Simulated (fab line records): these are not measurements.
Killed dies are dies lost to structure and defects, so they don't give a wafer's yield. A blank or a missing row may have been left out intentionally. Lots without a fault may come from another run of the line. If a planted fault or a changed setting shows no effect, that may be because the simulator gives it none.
Which of the tools did it? + flow nandHarc + Sampling: 13 lots, 39 wafers, 5 of 1159 route steps

## WHAT THE GAUGES SHOWED, per wafer
NHARC_END_SORT_01.
| lot  | measured     | on        | killedAtArray | killedAtOther | killedAtPeriphery | killedDies | killedOpen | killedShort |
|------|--------------|-----------|---------------|---------------|-------------------|------------|------------|-------------|
| L293 | day 25 04:38 | prober-02 | 41 569 562    | 0 1 3         | 1 5 4             | 42 575 569 | 1 5 5      | 4 2 2       |

## WHAT TOOL EACH LOT RAN ON (gives the tool, then ch and the chambers of the sampled wafers, and finally the start)
| lot  | NHARC_A_STAIRCASE_ETCH_15                    | NHARC_A_STAIRCASE_ETCH_17         | NHARC_A_STAIRCASE_ETCH_19                  | NHARC_A_STAIRCASE_ETCH_25                    |
|------|----------------------------------------------|-----------------------------------|--------------------------------------------|----------------------------------------------|
| L282 | rieDiel-07 ch 1,2,3, day 10 23:28 or earlier | rieDiel-07 ch 0,1,3, day 10 23:28 | rieDiel-07 ch 0,1, no start                | rieDiel-07 ch 1,3, no start                  |
| L284 | rieDiel-07 ch 0,2,3, day 11 06:56 or earlier | rieDiel-07 ch 0,1,3, day 11 06:56 | rieDiel-07 ch 0,1,3, no start              | rieDiel-12 ch 0,2, no start                  |
| L283 | rieDiel-07 ch 0,2,3, day 11 07:30 or earlier | rieDiel-07 ch 0,3, day 11 07:30   | rieDiel-07 ch 0,2,3, no start              | rieDiel-11 ch 1,2,3, no start                |
| L286 | rieDiel-12 ch 1,2, day 11 18:56 or earlier   | rieDiel-12 ch 1,2, day 11 18:56   | rieDiel-12 ch 0,1, no start                | rieDiel-12 ch 1,2, no start                  |
| L287 | rieDiel-12 ch 0,1,3, day 11 23:47 or earlier | rieDiel-12 ch 0,1,2, day 11 23:47 | rieDiel-12 ch 0,1,3, no start              | rieDiel-12 ch 0,1,3, no start                |
| L288 | rieDiel-12 ch 0,3, day 12 15:16 or earlier   | rieDiel-12 ch 0,2, day 12 15:16   | rieDiel-12 ch 2,3, no start                | rieDiel-12 ch 0,2,3, no start                |
| L289 | rieDiel-12 ch 0,1,2, day 13 02:52 or earlier | rieDiel-12 ch 0,3, day 13 02:52   | rieDiel-12 ch 0,1,2, no start              | rieDiel-11 ch 0,1,2, no start                |
| L293 | rieDiel-12 ch 1,2, day 14 04:33 or earlier   | rieDiel-12 ch 0,2, day 14 04:33   | rieDiel-12 ch 0,3, day 25 04:38 or earlier | rieDiel-12 ch 0,1,3, day 25 04:38 or earlier |
| L299 | rieDiel-07 ch 0,1,3, day 15 02:35 or earlier | rieDiel-07 ch 0,2, day 15 02:35   | rieDiel-07 ch 1,3, no start                | rieDiel-11 ch 0,3, no start                  |
| L300 | rieDiel-07 ch 2,3, day 15 20:15 or earlier   | rieDiel-07 ch 0,2, day 15 20:15   | rieDiel-07 ch 2,3, no start                | rieDiel-12 ch 0,3, no start                  |
| L301 | rieDiel-11 ch 0,2,3, day 15 23:53 or earlier | rieDiel-11 ch 1,2,3, day 15 23:53 | rieDiel-11 ch 1,2,3, no start              | rieDiel-12 ch 0,1,3, no start                |
| L304 | rieDiel-07 ch 1,2,3, day 16 10:16 or earlier | rieDiel-07 ch 0,1,3, day 16 10:16 | rieDiel-07 ch 0,3, no start                | rieDiel-12 ch 2,3, no start                  |
| L305 | rieDiel-07 ch 0,2, day 17 06:23 or earlier   | rieDiel-07 ch 1,2, day 17 06:23   | rieDiel-07 ch 0,1, no start                | rieDiel-11 ch 0,2, no start                  |
- NHARC_A_STAIRCASE_ETCH_15: etches the open film in C4F8/O2, target depth 100 nm, time 40.5 s.
- NHARC_A_STAIRCASE_ETCH_17: etches the open film in C4F8/O2, target depth 100 nm, time 40.5 s.
- NHARC_A_STAIRCASE_ETCH_19: etches the open film in C4F8/O2, target depth 100 nm, time 40.5 s.
- NHARC_A_STAIRCASE_ETCH_25: etches the open film in C4F8/O2, target depth 100 nm, time 40.5 s.

## AS READ BY THE TOOLS THEMSELVES (means over the sampled wafers that have a number; for cases with no such wafer, the mark the record gives instead)
NHARC_A_STAIRCASE_ETCH_15.
| lot  | tool       | oesProductAu (a.u.) | rfVppV (V) | runLengthS (s) |
|------|------------|---------------------|------------|----------------|
| L282 | rieDiel-07 | 0.957               | 900        | 61.1           |
| L284 | rieDiel-07 | 0.946               | 900        | 61.4           |
| L283 | rieDiel-07 | 0.947               | 900        | 61.3           |
| L286 | rieDiel-12 | 0.969               | 901        | 61.7           |
| L287 | rieDiel-12 | 0.947               | 898        | 61.8           |
| L288 | rieDiel-12 | 0.959               | 899        | 61.8           |
| L289 | rieDiel-12 | 0.933               | 899        | 62.1           |
| L293 | rieDiel-12 | 0.935               | 901        | 62.1           |
| L299 | rieDiel-07 | 0.926               | 896        | 61.2           |
| L300 | rieDiel-07 | 0.946               | 902        | 61.3           |
| L301 | rieDiel-11 | 0.946               | 894        | 61.7           |
| L304 | rieDiel-07 | 0.945               | 899        | 61.4           |
| L305 | rieDiel-07 | 0.934               | 894        | 61.2           |

NHARC_A_STAIRCASE_ETCH_17.
| lot  | tool       | oesProductAu (a.u.) | rfVppV (V) | runLengthS (s) |
|------|------------|---------------------|------------|----------------|
| L282 | rieDiel-07 | 0.944               | 896        | 61.2           |
| L284 | rieDiel-07 | 0.934               | 897        | 61.3           |
| L283 | rieDiel-07 | 0.934               | 901        | 61.1           |
| L286 | rieDiel-12 | 0.944               | 901        | 61.9           |
| L287 | rieDiel-12 | 0.944               | 899        | 62.0           |
| L288 | rieDiel-12 | 0.939               | 900        | 61.3           |
| L289 | rieDiel-12 | 0.945               | 898        | 61.6           |
| L293 | rieDiel-12 | 0.942               | 900        | 54.3           |
| L299 | rieDiel-07 | 0.937               | 898        | 61.7           |
| L300 | rieDiel-07 | 0.951               | 898        | 61.5           |
| L301 | rieDiel-11 | 0.939               | 895        | 61.4           |
| L304 | rieDiel-07 | 0.940               | 896        | 61.0           |
| L305 | rieDiel-07 | 0.941               | 894        | 61.6           |

NHARC_A_STAIRCASE_ETCH_19.
| lot  | tool       | oesProductAu (a.u.) | rfVppV (V) | runLengthS (s) |
|------|------------|---------------------|------------|----------------|
| L282 | rieDiel-07 | 0.954               | 894        | 61.1           |
| L284 | rieDiel-07 | 0.933               | 897        | 61.0           |
| L283 | rieDiel-07 | 0.930               | 900        | 61.1           |
| L286 | rieDiel-12 | 0.955               | 897        | 62.0           |
| L287 | rieDiel-12 | 0.955               | 898        | 61.8           |
| L288 | rieDiel-12 | 0.947               | 901        | 61.3           |
| L289 | rieDiel-12 | 0.943               | 899        | 61.7           |
| L293 | rieDiel-12 | 0.952               | 896        | 61.6           |
| L299 | rieDiel-07 | 0.955               | 896        | 61.4           |
| L300 | rieDiel-07 | 0.941               | 902        | 61.4           |
| L301 | rieDiel-11 | 0.926               | 896        | 61.3           |
| L304 | rieDiel-07 | 0.932               | 895        | 61.0           |
| L305 | rieDiel-07 | 0.934               | 891        | 61.1           |

NHARC_A_STAIRCASE_ETCH_25.
| lot  | tool       | oesProductAu (a.u.) | rfVppV (V) | runLengthS (s) |
|------|------------|---------------------|------------|----------------|
| L282 | rieDiel-07 | 0.948               | 900        | 61.0           |
| L284 | rieDiel-12 | 0.935               | 900        | 61.6           |
| L283 | rieDiel-11 | 0.941               | 896        | 61.3           |
| L286 | rieDiel-12 | 0.943               | 902        | 61.4           |
| L287 | rieDiel-12 | 0.940               | 898        | 61.7           |
| L288 | rieDiel-12 | 0.948               | 899        | 61.5           |
| L289 | rieDiel-11 | 0.944               | 896        | 61.2           |
| L293 | rieDiel-12 | 0.956               | 898        | 61.8           |
| L299 | rieDiel-11 | 0.944               | 897        | 61.4           |
| L300 | rieDiel-12 | 0.952               | 896        | 61.8           |
| L301 | rieDiel-12 | 0.942               | 898        | 61.8           |
| L304 | rieDiel-12 | 0.925               | 901        | 61.4           |
| L305 | rieDiel-11 | 0.948               | 900        | 61.4           |

## THE ANSWER, worked out from the rows above alone
Rule: usual is defined by the lots themselves. Put in order of their means at a reading, lots are off if they are a third of the lots or fewer, leave a main group of 4 or more, and stand apart from it by a gap of 3 or more times the standard deviation of the main group's means; of several such gaps the widest counts. If all means in a main group match to the digits the tables above print for the reading, that group is not used. A lot without any number at a reading at which 4 lots or more have one is off too. Any other lot the step has rows for is counted as sound. After the gauges, taken in route order, come the tools' own readings; for these a lot's mean is taken, as printed above. The first step at which some lot is off is used, and at that step the reading that is off furthest; a lot without a number counts as furthest.
Off, at NHARC_A_STAIRCASE_ETCH_17 on runLengthS: L293. For the main group the mean is 61.5 s and the standard deviation 0.3.
A tool fits if, at that step or a process step before it, it ran every lot that is off, and no sound lot after the first of them. Because NHARC_A_STAIRCASE_ETCH_15 lacks a start for some lots, the hours and order of its lots are taken from NHARC_A_STAIRCASE_ETCH_17. One fits: NHARC_A_STAIRCASE_ETCH_15 and NHARC_A_STAIRCASE_ETCH_17 on rieDiel-12. At NHARC_A_STAIRCASE_ETCH_15 its last sound lot is L289 (day 13 02:52), its first lot that is off L293 (day 14 04:33): a fault that began between those two fits.

## WHAT HAD BEEN PUT IN BY THE SIMULATOR
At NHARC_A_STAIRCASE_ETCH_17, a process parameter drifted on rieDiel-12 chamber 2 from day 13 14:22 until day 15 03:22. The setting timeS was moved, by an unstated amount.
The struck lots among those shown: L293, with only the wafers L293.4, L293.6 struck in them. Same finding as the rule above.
